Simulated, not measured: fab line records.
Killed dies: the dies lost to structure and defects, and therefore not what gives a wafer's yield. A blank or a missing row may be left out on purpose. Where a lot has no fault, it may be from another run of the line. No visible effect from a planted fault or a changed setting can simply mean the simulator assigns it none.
fab line records | flow n5Finfet
record lots=4 | wafers=12 | lastDay=19
route steps=1938 shown BEOL_M5@1182 BEOL_M6@1194 PASSIVATION@1936
lots that met no fault: taken from a fault-free run of the same line
startH: start of the lot's first displayed wafer, in hours after the record's first day | waitH: time in hours since the lot's previous step | " unchanged from the row above | L1.1+2: one row covering several wafers at once | - no value, or no start was given | * or withheld: withheld | < > ~ a bound
route shown NAME@n: names a module that has steps shown in the file, with the first one's number in the route | usual: mean/standard deviation taken from wafers without a fault | same: alike in all rows | chamber/n: place in a boat | sites: the reading at each site | _std_site: the standard deviation of these | _edge_site: outer sites' mean less inner sites' | radiusMm: how far each site lies from the wafer's centre | mask NAME#n: copy n | behind: the tool/chamber that last shaped the wafer | hold: reason for holding the lot/hours on hold/outcome of the hold | device: the transistor (n, p or np) that didn't switch | end of line: tests run on the same wafers once the route is complete | for a step that has no rows: nothing shown but its recipe | killed: at the first sort, the dies lost to defects and structure; wafer yield is something else | map: dies across one wafer; x = killed, . = not, _ = none there
set.NAME: setting as actually run; set.NAME@STEP: the setting as run at that earlier step | model.NAME: the simulator's own value behind a step, which no gauge read
lots seen at some steps along the route; tables by step, rows by wafer
services: from which hour (startH, from the record's first day; less than 0 if before it) a tool's chamber was out of use, for how many hours, and why
## steps
# step N5_BEOL_M5_ANNEAL_89
# recipe tempC=400 | timeS=1800 | ambient=vacuum
# step N5_BEOL_M5_SPUTTER_90
# recipe material=Cu | targetThkA=45 | tempC=-20 | chamberPressurePa=0.07 | powerW=withheld | timeS=8.29
# step N5_BEOL_M5_ECD_50
# recipe material=Cu | targetThkA=3000
# step N5_BEOL_M5_ANNEAL_51
# recipe tempC=225 | timeS=90 | ambient=N2
# step N5_BEOL_M5_CMP_52
# recipe stopOn=SiCOH_lowk | tOverpolishS=6.9 | downForcePsi=1 | platenRpm=50 | clearingPlatenDownForcePsi=1.5 | clearingPlatenRpm=50 | postCmpClean=cuAlkaline | targetThkNm=62 | clearingPlatenPadVelocityMS=0.99484 | padVelocityMS=0.99484
# step N5_BEOL_M5_PRE_CLEAN_77
# recipe gas=NH3/H2 | timeS=15 | tempC=* | rfPowerW=300
# step N5_BEOL_M5_CO_CAP_78
# recipe material=Co | targetThkA=20 | tempC=200 | precursor=CCTBA/H2 | pressureTorr=30 | timeS=102.1
# step N5_BEOL_M5_PRE_CLEAN_55
# recipe gas=NH3 | timeS=15 | tempC=withheld | rfPowerW=300
# step N5_BEOL_M5_DEP_56
# recipe material=SiCN | targetThkA=80 | tempC=withheld | precursor=3MS/NH3 | pressureTorr=3 | rfW=202 | timeS=14
# step N5_BEOL_M6_ILD_DEP_00
# recipe material=SiCOH_lowk | targetThkA=1797.5 | tempC=300 | precursor=DEMS/porogen | pressureTorr=5 | rfW=500 | timeS=33.4
# usual heaterPowerW=310/53 | showerheadPlenumPTorr=5.744/0.015 | throttleValvePct=13.8/0.47
lot.wafer | tool     | chamber | startH | waitH | heaterPowerW | showerheadPlenumPTorr | throttleValvePct
L632.1    | pecvd-01 | 0       | 224.16 | 0.0   | 342          | 5.712                 | 14.1
L632.2    | "        | 2       | "      | "     | 282          | 5.747                 | 14.0
L632.6    | "        | 0       | "      | "     | 356          | 5.737                 | 14.6
L642.1    | pecvd-03 | 2       | 291.26 | 0.0   | 241          | 5.749                 | 12.8
L642.2    | "        | 0       | "      | "     | 244          | 5.743                 | 13.7
L642.5    | "        | 2       | "      | "     | 251          | 5.736                 | 12.6
L648.2    | pecvd-01 | 2       | 344.44 | 0.0   | 231          | 5.748                 | 13.8
L648.4    | "        | 2       | "      | "     | 237          | 5.744                 | 14.0
L648.6    | "        | 0       | "      | "     | 348          | 5.702                 | 14.0
L647.1    | pecvd-01 | 0       | 345.15 | 0.0   | 315          | 5.724                 | 14.3
L647.5    | "        | 2       | "      | "     | 253          | 5.759                 | 13.8
L647.6    | "        | 0       | "      | "     | 328          | 5.722                 | 14.3
# step N5_BEOL_M6_CURE_74
# recipe tempC=385 | timeS=240 | ambient=He/Ar | material=SiCOH_lowk
# step N5_BEOL_M6_PECVD_70
# recipe material=SiO2 | targetThkA=200 | tempC=400 | precursor=TEOS/O2 | pressureTorr=5.5 | rfW=450 | teosFlowSccm=53.8 | gas=O2 | flowSccm=3000 | timeS=22.7
# step N5_BEOL_M6_HM_DEP_02
# recipe material=TiN | targetThkA=200 | tempC=25 | chamberPressurePa=0.49996
# step N5_BEOL_M6_COAT_59
# recipe resist=SOC | tempC=250 | timeS=60 | spinRpm=1500 | resistThkNm=100
# step N5_BEOL_M6_COAT_60
# recipe resist=SiARC | tempC=220 | timeS=60 | spinRpm=1500 | resistThkNm=35
# step N5_BEOL_M6_COAT_05
# recipe resist=CAR-ArF | spinRpm=1500 | resistThkNm=90
# step N5_BEOL_M6_EBR_07
# recipe solvent=PGMEA | ebrWidthMm=1.5
# step N5_BEOL_M6_SOFTBAKE_06
# recipe tempC=110 | timeS=60 | resist=CAR-ArF
# step N5_BEOL_M6_EXPOSE_08
# recipe maskId=M6 | na=1.35 | sourceShape=dipole | sigmaInner=0.817 | sigmaOuter=0.97 | polarization=te | doseMj=68.25
# step N5_BEOL_M6_PEB_09
# recipe pebTempC=withheld | pebTimeS=60 | resist=CAR-ArF
# step N5_BEOL_M6_DEVELOP_10
# recipe developTimeS=30 | developer=TMAH | resist=CAR-ArF | rinseLiquid=diw | dry=airSpin | devTempC=23
# step N5_BEOL_M6_INSPECT_13
# recipe mode=adi | inspectInstrument=brightfield
# usual rawDefectCount=390/84
lot.wafer | tool             | chamber | startH | waitH | rawDefectCount
L632.1    | defectInspect-02 | -       | 227.69 | 0.0   | 272
L632.2    | "                | -       | "      | "     | 405
L632.6    | "                | -       | "      | "     | 382
L642.1    | defectInspect-01 | -       | 297.82 | 0.0   | 316
L642.2    | "                | -       | "      | "     | 292
L642.5    | "                | -       | "      | "     | 414
L648.2    | defectInspect-02 | -       | 348.61 | 0.0   | 778
L648.4    | "                | -       | "      | "     | 682
L648.6    | "                | -       | "      | "     | 786
L647.1    | defectInspect-02 | -       | 348.78 | 0.0   | 643
L647.5    | "                | -       | "      | "     | 566
L647.6    | "                | -       | "      | "     | 693
# step N5_BEOL_M6_DESCUM_16
# recipe chemistry=O2 | timeS=7.9 | sourcePowerW=50 | biasPowerW=20 | pressureMtorr=20 | rfFrequencyHz=2.712e+07 | tempC=40 | resist=CAR-ArF | o2FlowSccm=225
# step N5_BEOL_M6_ETCH_61
# recipe chemistry=CF4 | target=SiARC | targetDepthA=455 | maskMaterial=CAR-ArF | timeS=75.8 | ionEnergyEv=80 | pressureMtorr=40 | sourceW=545 | biasW=36 | Ar_flow_sccm=100 | cf4FlowSccm=100 | ends=cleared
# step N5_BEOL_M6_ETCH_62
# recipe chemistry=N2/H2 | target=SOC | targetDepthA=1100 | overetchA=220 | maskMaterial=SiARC | tempC=40 | timeS=165 | ionEnergyEv=200 | pressureMtorr=30 | sourceW=840 | biasW=150 | n2FlowSccm=200 | h2FlowSccm=200
# step N5_BEOL_M6_STRIP_68
# recipe chemistry=N2/H2 | tempC=40 | n2FlowSccm=200 | h2FlowSccm=200 | rfFrequencyHz=6e+07
# step N5_BEOL_M6_STRIP_67
# recipe chemistry=CF4 | resist=SiARC | powerW=300 | biasPowerW=75 | pressureMtorr=50 | cf4FlowSccm=150 | rfFrequencyHz=6e+07
# step N5_BEOL_M6_HM_OPEN_17
# recipe chemistry=Cl2/BCl3 | targetDepthA=200 | overetchA=60 | target=TiN | maskMaterial=SOC | ionEnergyEv=150 | pressureMtorr=10 | icpW=1000 | biasW=126 | Cl2_flow_sccm=53.25 | bcl3FlowSccm=21.75 | Ar_flow_sccm=25
# step N5_BEOL_M6_STRIP_19
# recipe chemistry=O2 | powerW=400 | tempC=40 | pressureMtorr=30 | rfFrequencyHz=6e+07 | biasPowerW=0 | overashFraction=0.2 | o2FlowSccm=225
# step N5_BEOL_M6_COAT_63
# recipe resist=SOC | tempC=250 | timeS=60 | spinRpm=1500 | resistThkNm=60
# step N5_BEOL_M6_COAT_64
# recipe resist=SiARC | tempC=220 | timeS=60 | spinRpm=1500 | resistThkNm=12
# step N5_BEOL_M6_COAT_71
# recipe resist=underlayer | tempC=205 | timeS=60 | spinRpm=1500 | resistThkNm=5
# step N5_BEOL_M6_COAT_22
# recipe resist=CAR-EUV | spinRpm=1500 | resistThkNm=30
# step N5_BEOL_M6_EBR_24
# recipe solvent=PGMEA | ebrWidthMm=1.5
# step N5_BEOL_M6_SOFTBAKE_23
# recipe tempC=110 | timeS=60 | resist=CAR-EUV
# step N5_BEOL_M6_INSPECT_30
# recipe mode=adi | inspectInstrument=brightfield
# usual rawDefectCount=384/87
lot.wafer | tool             | chamber | startH | waitH | rawDefectCount
L632.1    | defectInspect-01 | -       | 228.71 | 0.1   | 248
L632.2    | "                | -       | "      | "     | 345
L632.6    | "                | -       | "      | "     | 363
L642.1    | defectInspect-01 | -       | 299.92 | 0.1   | 333
L642.2    | "                | -       | "      | "     | 299
L642.5    | "                | -       | "      | "     | 417
L648.2    | defectInspect-01 | -       | 351.50 | 0.0   | 733
L648.4    | "                | -       | "      | "     | 662
L648.6    | "                | -       | "      | "     | 742
L647.1    | defectInspect-01 | -       | 351.55 | 0.1   | 612
L647.5    | "                | -       | "      | "     | 531
L647.6    | "                | -       | "      | "     | 674
# step N5_PASSIVATION_PROBE_49
# usual defectLimitedYield=91.0/1.6 | killed_at_M0_to_M3=35/11 | killed_at_M4_up=14/5.3 | killedAtContacts=13/6.7 | killedAtFrontEnd=41/12 | killedAtOther=3.9/2.7 | killedDies=106/19 | killedOnRim=14/4 | killedOpen=70/14 | killedShort=35/8.8 | sort_bin_4_leakage=0.01/0.058 | sort_bin_5_function=5.3/1 | sort_bin_6_memory=3.3/0.81 | sortNPass=1073/19 | sortYieldPct=91.0/1.6
# same grossDies=1180 | killedAtBackSide=0 | sort_bin_8_speed[%]=0
lot.wafer | tool      | chamber | startH | waitH | defectLimitedYield[%] | killed_at_M0_to_M3 | killed_at_M4_up | killedAtContacts | killedAtFrontEnd | killedAtOther | killedDies | killedOnRim | killedOpen | killedShort | sort_bin_4_leakage[%] | sort_bin_5_function[%] | sort_bin_6_memory[%] | sortNPass | sortYieldPct[%]
L632.1    | prober-01 | -       | 323.98 | 0.0   | 91.5                  | 32                 | 9               | 3                | 55               | 1             | 100        | 9           | 66         | 33          | 0                     | 4.9                    | 3.3                  | 1080      | 91.5
L632.2    | prober-01 | -       | 324.03 | 0.1   | 91.9                  | 22                 | 13              | 7                | 48               | 6             | 96         | 17          | 62         | 33          | 0                     | 5.1                    | 2.7                  | 1084      | 91.9
L632.6    | prober-01 | -       | 324.23 | 0.3   | 89.7                  | 43                 | 6               | 23               | 45               | 5             | 122        | 15          | 72         | 50          | 0                     | 5.8                    | 3.9                  | 1058      | 89.7
L647.1    | prober-01 | -       | 442.32 | 0.0   | 84.4                  | 24                 | 110             | 17               | 24               | 9             | 184        | 22          | 63         | 28          | 0                     | 9.7                    | 4.6                  | 996       | 84.4
L647.5    | prober-01 | -       | 442.52 | 0.2   | 86.4                  | 34                 | 69              | 12               | 44               | 1             | 160        | 35          | 84         | 26          | 0                     | 8.3                    | 4.3                  | 1020      | 86.4
L647.6    | prober-01 | -       | 442.57 | 0.3   | 82.5                  | 48                 | 102             | 10               | 45               | 1             | 206        | 21          | 84         | 37          | 0                     | 10.9                   | 5.2                  | 974       | 82.5
L648.2    | prober-01 | -       | 450.06 | 0.1   | 84.3                  | 40                 | 67              | 22               | 55               | 1             | 185        | 29          | 91         | 41          | 0                     | 9.2                    | 4.9                  | 995       | 84.3
L648.4    | prober-01 | -       | 450.16 | 0.2   | 89.2                  | 24                 | 45              | 15               | 42               | 1             | 127        | 27          | 52         | 34          | 0                     | 7.1                    | 2.6                  | 1053      | 89.2
L648.6    | prober-01 | -       | 450.26 | 0.3   | 81.7                  | 40                 | 105             | 26               | 44               | 1             | 216        | 25          | 71         | 47          | 0                     | 11.0                   | 4.9                  | 964       | 81.7
# killed by level:class
L632.1 STI_FIN_REVEAL:geometricParticle:open=15 BEOL_M0_SAQP:geometricParticle:short=9 BEOL_M0_SAQP:geometricParticle:open=8 FIN_SAQP:geometricParticle:open=7 BEOL_M3:geometricParticle:open=7 STI_FIN_REVEAL:geometricParticle:short=6 STARTING-WAFER:geometricParticle:open=5 FIN_SAQP:geometricParticle:short=4
L632.2 STI_FIN_REVEAL:geometricParticle:open=14 BEOL_M0_SAQP:geometricParticle:short=10 FIN_SAQP:geometricParticle:open=9 FIN_SAQP:geometricParticle:short=8 DUMMY_GATE:geometricParticle:open=7 MOL_CONTACT_COAG:geometricParticle:open=7 BEOL_M5:geometricParticle:open=6 BEOL_M0_SAQP:geometricParticle:open=4
L632.6 MOL_CONTACT_COAG:geometricParticle:open=14 BEOL_M0_SAQP:geometricParticle:short=14 FIN_SAQP:geometricParticle:open=9 MOL_CONTACT_COAG:geometricParticle:short=9 BEOL_M2:geometricParticle:open=9 FIN_SAQP:geometricParticle:short=8 STI_FIN_REVEAL:geometricParticle:open=7 STARTING-WAFER:geometricParticle:open=6
L647.1 BEOL_M6:unspecified=90 MOL_CONTACT_COAG:geometricParticle:open=15 BEOL_M4:geometricParticle:open=11 BEOL_M0_SAQP:geometricParticle:open=7 FIN_SAQP:geometricParticle:short=6 BEOL_M3:geometricParticle:open=5 BEOL_M1:geometricParticle:open=4 FIN_SAQP:geometricParticle:open=3
L647.5 BEOL_M6:unspecified=48 BEOL_M4:geometricParticle:open=13 MOL_CONTACT_COAG:geometricParticle:open=11 FIN_SAQP:geometricParticle:short=9 STI_FIN_REVEAL:geometricParticle:open=8 BEOL_M2:geometricParticle:open=8 FIN_SAQP:geometricParticle:open=7 BEOL_M0_SAQP:geometricParticle:open=7
L647.6 BEOL_M6:unspecified=83 STI_FIN_REVEAL:geometricParticle:open=13 BEOL_M3:geometricParticle:open=12 BEOL_M1:geometricParticle:open=11 BEOL_M4:geometricParticle:open=10 BEOL_M0_SAQP:geometricParticle:short=7 BEOL_M2:geometricParticle:open=7 FIN_SAQP:geometricParticle:short=5
L648.2 BEOL_M6:unspecified=51 STI_FIN_REVEAL:geometricParticle:open=22 MOL_CONTACT_COAG:geometricParticle:open=17 BEOL_M0_SAQP:geometricParticle:short=13 BEOL_M0_SAQP:geometricParticle:open=10 STARTING-WAFER:geometricParticle:open=8 BEOL_M4:geometricParticle:open=7 BEOL_M2:geometricParticle:open=7
L648.4 BEOL_M6:unspecified=41 MOL_CONTACT_COAG:geometricParticle:open=13 STI_FIN_REVEAL:geometricParticle:open=9 FIN_SAQP:geometricParticle:open=7 FIN_SAQP:geometricParticle:short=7 BEOL_M0_SAQP:geometricParticle:short=7 BEOL_M0_SAQP:geometricParticle:open=5 BEOL_M1:geometricParticle:short=4
L648.6 BEOL_M6:unspecified=88 MOL_CONTACT_COAG:geometricParticle:open=19 BEOL_M0_SAQP:geometricParticle:open=18 BEOL_M0_SAQP:geometricParticle:short=15 HKMG_FIN:areaEtch=10 STI_FIN_REVEAL:geometricParticle:open=8 FIN_SAQP:geometricParticle:open=7 MOL_CONTACT_COAG:geometricParticle:short=7
# map L647.6 (x killed, . not)
_________________............________________
______________x.x.......x......._____________
___________...............x........__________
__________.......................xx._________
________...........x.................._______
_______........x.x..................x..______
______x...x......................x.x...x_____
_____..................xx..........xx..x.____
____...............x..x........x.....xx..x___
___...........x.....x....x...xx...xxxxxxxxx__
___............x..xx.x...x.....x...xxxxxxxx__
__....x......x.....x.............xxxxxxxx.xx_
__......x.xx....xx....x.........xxxxxxxxxxxx_
_.....x...........x....x....x..xx.xxxxxxxxxxx
_..........x.xx............x..x..xxxxxxxxxxx.
_...x...x.................x......x.xxxxxxxxx.
_.x..............x...........x..x..xx.xxxx..x
_x.x.......................x..x.......x..x...
_.........x............................x.....
_.x................x.........x..........x....
_...............xx.....xxx..x..............xx
__...x.......x.x...x........................_
__..x.........x...x.........xx...........x.._
___...x.......x.........x...............xx.__
___.....x....xx....x.....x.............x..x__
____......x.....x....x..x.x...x.....x.....___
_____........x......x.................x..____
______.....x........x.x..x......x..x...._____
_______................................______
________...................x...x......_______
__________...........x.............._________
___________...........x............__________
______________....x............._____________
_________________x...........________________
# map L648.6 (x killed, . not)
_________________.........x..________________
______________.......x.....x...._____________
___________..............x...x.....__________
__________.........................x_________
________x..x......x.........x........._______
_______.....x...............x..........______
______.x.......x.....................xx._____
_____....................x..........x..x.____
____..xx...x............x.x...x..x..x..xxx___
___.xx...x.....x........x.......xx.xxxxxxx.__
___.....xxx.......................xxxx.xxxx__
__.....x.x.x.......x...xx..x.......xx.xxxxx._
__........x.x.....x......x........xxxxxxxxxx_
_..........x.........x.x...x......xxxxxxxxxx.
_......x....................x....xx.xxxxxxxxx
_......................x.xx.x....xxxxxxx.xxx.
_...x..x........x.x...x...x.x....x.xxx.x.xxxx
_.................x...........x...xx..xxx.xxx
_.........x...............xxx...x.......xxx..
_................xxx................x...x..x.
_...x.x.....x............x............x......
__....x...x......................xxx.xx....._
__x............x.......x.....x.........x...._
___x..........x....x.......................__
___...............x.......xx.......x.......__
____....x.............x...................___
_____..................x.x...............____
______..x.....xx.x..................x.x._____
_______..........x...xx....x....x......______
________.......x..x...x..............x_______
__________.x...................x..x._________
___________.....x....x......x......__________
______________...x.........x...._____________
_________________.....x......________________
## services
tool     | chamber | startH | hours | kind
pecvd-03 | 2       | 222.84 | 7.1   | repair
pecvd-01 | 1       | 223.94 | 2.1   | scheduledDown
pecvd-03 | 2       | 229.98 | -     | clean
pecvd-03 | 2       | 229.98 | -     | consumableReplace:showerhead
pecvd-03 | 2       | 229.98 | 29.0  | scheduledDown
pecvd-03 | 2       | 229.98 | 29.0  | ventCycle
pecvd-01 | 1       | 231.76 | 22.7  | repair
pecvd-03 | -       | 324.74 | 0.7   | repair
## key
firstSign step=N5_BEOL_M6_INSPECT_13 | reading=rawDefectCount | direction=up | sigmas=3.6 | usual=390 | struck=691
effect step=N5_BEOL_M6_INSPECT_30 | reading=rawDefectCount | direction=up | sigmas=3.2 | usual=384 | struck=659
effect step=N5_PASSIVATION_PROBE_49 | reading=killed_at_M4_up | direction=up | sigmas=13 | usual=14 | struck=83
moreKillsBornAt N5_BEOL_M6_ILD_DEP_00@pecvd-01=401
metAt N5_BEOL_M6_ILD_DEP_00
struckWafers L647.1,L647.5,L647.6,L648.2,L648.4,L648.6
baselineLoss step=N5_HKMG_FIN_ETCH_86 | wafers=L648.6
onsetBetween 224.16 344.44
alsoFits time
fault kind=chamberParticleSource | tool=pecvd-01 | chamber=- | onsetH=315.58 | steps=N5_BEOL_M6_ILD_DEP_00 | ratePerVisitCm2=0.40244 | endH=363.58
# baselineLoss: these wafers lose ten dies or more at that step, a loss of the line's own and not of a fault; the sort's usual values leave them out
